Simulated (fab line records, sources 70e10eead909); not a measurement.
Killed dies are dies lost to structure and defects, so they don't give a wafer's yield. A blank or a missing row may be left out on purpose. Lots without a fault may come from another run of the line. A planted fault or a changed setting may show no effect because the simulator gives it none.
A struck lot beside a sound one | flow nand_harc | 14 steps out of a route of 1302
Sound: wafers L742.1, L742.5, L742.6. Struck: wafer L735.2. (L735.3, L735.5 of the same lot were not struck and are left out.) The cause comes at the end.
At each step with rows: each side's tool, then ch and its chambers, then its first start. Under that, the readings that differ: sound wafers | struck wafers | difference of the means | sigmas: that difference in standard deviations of wafers without a fault.
alike: readings whose means differ by less than 2 such deviations, and words and numbers that are the same on both sides. not compared: withheld readings, readings that some wafer has no value for, bounds like >300 that may hide the same value, and numbers for which the record gives no deviation and whose values overlap.
The two part at a step that has a row with sigmas, a row that says differs or no value, or rows on one side only. Numbers that don't overlap but have no deviation are shown without sigmas and don't part them. A reading that every wafer of one side lacks parts them only if that side has two wafers or more.

first, 1 step without rows for these wafers: NHARC_A_ONON_D1_DEP_09 (target thk 1000 nm).
NHARC_A_ONON_D1_THK_MEAS_11: measures by ellipsometry.
  sound on film_metro-02, day 15 00:16; struck on film_metro-02, day 12 07:38
  alike: thk_nm
then, 1 step without rows for these wafers: NHARC_A_ONON_D1_DEP_12 (target thk 1000 nm).
NHARC_A_ONON_D1_THK_MEAS_14: measures by ellipsometry.
  sound on film_metro-02, day 15 00:50; struck on film_metro-01, day 12 08:13
  alike: thk_nm
then, 2 steps without rows for these wafers: NHARC_A_ONON_D1_ANNEAL_15 (time 3600 s); NHARC_A_ONON_D1_DEP_16 (target thk 1000 nm).
NHARC_A_ONON_D1_THK_MEAS_18: measures by ellipsometry.
  sound on film_metro-02, day 15 08:48; struck on film_metro-02, day 12 15:57
  alike: thk_nm
then, 1 step without rows for these wafers: NHARC_A_ONON_D1_DEP_19 (target thk 1000 nm).
NHARC_A_ONON_D1_THK_MEAS_21: measures by ellipsometry.
  sound on film_metro-02, day 15 09:22; struck on film_metro-02, day 12 16:31
  alike: thk_nm
then, 1 step without rows for these wafers: NHARC_A_ONON_D1_DEP_22 (target thk 1000 nm).
NHARC_A_ONON_D1_THK_MEAS_24: measures by ellipsometry.
  sound on film_metro-02, day 15 09:55; struck on film_metro-01, day 12 17:05
  alike: thk_nm
NHARC_A_ONON_D1_DEP_25: target thk 1000 nm.
  sound on pecvd_onon-02 ch 0, day 15 09:59; struck on pecvd_onon-04 ch 0, day 12 17:13
  alike: susceptor_temp_C
NHARC_A_ONON_D1_THK_MEAS_27: measures by ellipsometry.
  sound on film_metro-01, day 15 10:29; struck on film_metro-02, day 12 17:40
  reading     | sound          | struck | difference | sigmas
  thk_nm (nm) | 1005 1004 1003 | 687    | -317       | -36
then, 1 step without rows for these wafers: NHARC_A_ONON_D1_DEP_28 (target thk 1000 nm).

WHERE THEY PART
Only at NHARC_A_ONON_D1_THK_MEAS_27, within this record.

WHY: what the simulator had put in
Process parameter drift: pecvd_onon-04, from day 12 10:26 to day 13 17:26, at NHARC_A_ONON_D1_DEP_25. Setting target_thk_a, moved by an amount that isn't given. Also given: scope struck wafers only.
